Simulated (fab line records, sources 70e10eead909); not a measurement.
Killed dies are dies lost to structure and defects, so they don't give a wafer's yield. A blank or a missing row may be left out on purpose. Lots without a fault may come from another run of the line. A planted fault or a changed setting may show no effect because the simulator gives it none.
Chamber matching | flow nand_harc | NHARC_A_STAIRCASE_CMP_472 on cmp-01: 4 sister chambers
The step polishes SiO2. 8 wafers are shown with their chamber, then 9 later ones without.

WAFERS WITH THEIR CHAMBER
wafer  | chamber | motor_current_A (A) | retaining_ring_pressure_frac
L080.4 | 1       | 14.9                | 0.998
L084.4 | 2       | 12.5                | 1.011
L086.2 | 2       | 12.6                | 1.003
L086.3 | 3       | 11.8                | 1.007
L086.5 | 1       | 15.4                | 1.001
L091.4 | 0       | 10.9                | 0.994
L091.5 | 0       | 11.4                | 0.998
L091.6 | 3       | 12.6                | 0.997

WAFERS WITHOUT THEIR CHAMBER
wafer  | motor_current_A (A) | retaining_ring_pressure_frac
L092.3 | 12.5                | 0.999
L092.4 | 12.3                | 1.005
L092.6 | 11.8                | 1.005
L094.4 | 14.6                | 0.994
L094.5 | 12.4                | 0.997
L094.6 | 12.4                | 0.990
L097.1 | 12.7                | 1.000
L097.3 | 15.3                | 0.996
L097.6 | 15.2                | 1.006

WHICH CHAMBER EACH WENT THROUGH
wafer  | from the rows above          | in truth
L092.3 | can't be placed: 3 or 2      | 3
L092.4 | can't be placed: 3 or 2      | 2
L092.6 | can't be placed: 3 or 2 or 0 | 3
L094.4 | 1                            | 1
L094.5 | can't be placed: 3 or 2      | 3
L094.6 | can't be placed: 3 or 2 or 0 | 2
L097.1 | can't be placed: 3 or 2      | 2
L097.3 | 1                            | 1
L097.6 | 1                            | 1
Placed correctly: 3 of 9. Can't be placed from these rows: 6 (the true chamber is among the candidates in 6). Placed wrongly: 0.
How it was worked out, from the rows above alone: a wafer's distance from a chamber is the root of the sum, over the readings, of the square of ((its reading less the chamber's mean) divided by the reading's scatter). The wafer belongs to the nearest chamber; if the next one is less than 2 further off, it can't be placed. A chamber's mean is the mean of its shown wafers. The scatter: the root of (the sum of the squares of (reading less its chamber's mean) over the shown wafers, divided by (wafers less chambers)).
